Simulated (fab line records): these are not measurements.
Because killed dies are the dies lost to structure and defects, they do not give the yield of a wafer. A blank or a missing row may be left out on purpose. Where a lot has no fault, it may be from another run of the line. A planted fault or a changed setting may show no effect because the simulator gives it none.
Tool commonality check ; flow n5_finfet ; 28 wafers sampled across 10 lots

== WHY IT WAS OPENED ==
On 2 of the 10 lots, a flag is raised at N5_FIN_SAQP_INSPECT_40 on the reading raw_defect_count. No-fault wafers: 241, standard deviation 82.
Rule: a lot is flagged in two cases, either no wafer of it has a number, or all its wafers with numbers fall more than 4 standard deviations from that mean. As for the other lots, they are considered sound.

lot;measured;on;raw_defect_count, wafer by wafer;flag
L362;day 2 03:12;defect_inspect-01;323 223 279;
L363;day 2 07:56;defect_inspect-02;217 216 203;
L364;day 2 14:25;defect_inspect-01;229 143 203;
L366;day 3 02:46;defect_inspect-02;205 219 297;
L369;day 3 20:07;defect_inspect-01;194 252 175;
L373;day 5 01:39;defect_inspect-01;278 310 316;
L377;day 5 20:40;defect_inspect-01;259 188;
L378;day 6 01:59;defect_inspect-01;1364 1355 1244;FLAGGED
L379;day 6 08:31;defect_inspect-01;1369 1551 1274;FLAGGED
L382;day 7 03:46;defect_inspect-02;163 160;
On average the flagged lots' numbers are 1360, which is +1118 against the usual, or +14 standard deviations.

== LOT BY LOT: THE TOOL USED ==
Before the reading, the record contains 2 process steps out of a 1938-step route. Every cell lists first the tool, next ch and the chambers used by the sampled wafers, and last the start.
lot;flag;N5_FIN_SAQP_RECESS_75;N5_FIN_SAQP_MANDREL2_REMOVE_60
L362;;vapor_etch-01 ch 0,1, day 1 23:32;rie_si-02 ch 0,1,2, day 2 02:30
L363;;vapor_etch-02 ch 0,1, day 2 04:19;rie_si-03 ch 1,2, day 2 07:11
L364;;vapor_etch-02 ch 0,1, day 2 10:49;rie_si-03 ch 2,3, day 2 13:40
L366;;vapor_etch-01 ch 1, day 2 22:58;rie_si-03 ch 0,3, day 3 02:05
L369;;vapor_etch-02 ch 0,1, day 3 16:33;rie_si-02 ch 1,2,3, day 3 19:25
L373;;vapor_etch-02 ch 1, day 4 18:52;rie_si-02 ch 0,2,3, day 5 00:52
L377;;vapor_etch-02 ch 0,1, day 5 16:59;rie_si-01 ch 0,3, day 5 19:58
L378;FLAGGED;vapor_etch-02 ch 0,1, day 5 22:31;rie_si-03 ch 0,3, day 6 01:16
L379;FLAGGED;vapor_etch-02 ch 0,1, day 6 04:05;rie_si-03 ch 1,3, day 6 07:47
L382;;vapor_etch-01 ch 0,1, day 6 22:41;rie_si-02 ch 0,3, day 7 03:04
What these steps do:
- N5_FIN_SAQP_RECESS_75: chemistry HF/NH3, target SiO2, target depth 14.4 nm, afs cycles 3, sublimation time 60 s.
- N5_FIN_SAQP_MANDREL2_REMOVE_60: chemistry HBr/Cl2/O2, target a-Si, stops on SiNx, bt time 10 s.
- N5_FIN_SAQP_INSPECT_40: inspects for defects (brightfield).

== FLAGGED AGAINST TOTAL, ONE TOOL AT A TIME (gauges that did the reading follow at the end) ==
step;tool;lots run;flagged;share of the flagged lots;sound lots run after its first flagged lot
N5_FIN_SAQP_RECESS_75;vapor_etch-01;3;0;none;-
N5_FIN_SAQP_RECESS_75;vapor_etch-02;7;2;all;0
N5_FIN_SAQP_MANDREL2_REMOVE_60;rie_si-01;1;0;none;-
N5_FIN_SAQP_MANDREL2_REMOVE_60;rie_si-02;4;0;none;-
N5_FIN_SAQP_MANDREL2_REMOVE_60;rie_si-03;5;2;all;0
N5_FIN_SAQP_INSPECT_40;defect_inspect-01;7;2;all;0
N5_FIN_SAQP_INSPECT_40;defect_inspect-02;3;0;none;-

== THE TABLE: WHAT IT ALLOWS ==
All flagged lots were run by 3 table rows, namely vapor_etch-02 at N5_FIN_SAQP_RECESS_75, rie_si-03 at N5_FIN_SAQP_MANDREL2_REMOVE_60, defect_inspect-01 at N5_FIN_SAQP_INSPECT_40.
- vapor_etch-02 at N5_FIN_SAQP_RECESS_75 ran 7 lots, 2 of them flagged. Last sound lot L377 at day 5 16:59, first flagged lot L378 at day 5 22:31; a fault beginning in between fits.
- rie_si-03 at N5_FIN_SAQP_MANDREL2_REMOVE_60 ran 5 lots, 2 of them flagged. Last sound lot L366 at day 3 02:05, first flagged lot L378 at day 6 01:16; a fault beginning in between fits.
- defect_inspect-01 at N5_FIN_SAQP_INSPECT_40 ran 7 lots, 2 of them flagged. Last sound lot L377 at day 5 20:40, first flagged lot L378 at day 6 01:59; a fault beginning in between fits.
Because each of these 3 tools fits a fault that began at some hour, counting lots does not separate them. More lots, or a look at what each step does to the wafer, might.

== WHAT THE SIMULATOR PUT IN ==
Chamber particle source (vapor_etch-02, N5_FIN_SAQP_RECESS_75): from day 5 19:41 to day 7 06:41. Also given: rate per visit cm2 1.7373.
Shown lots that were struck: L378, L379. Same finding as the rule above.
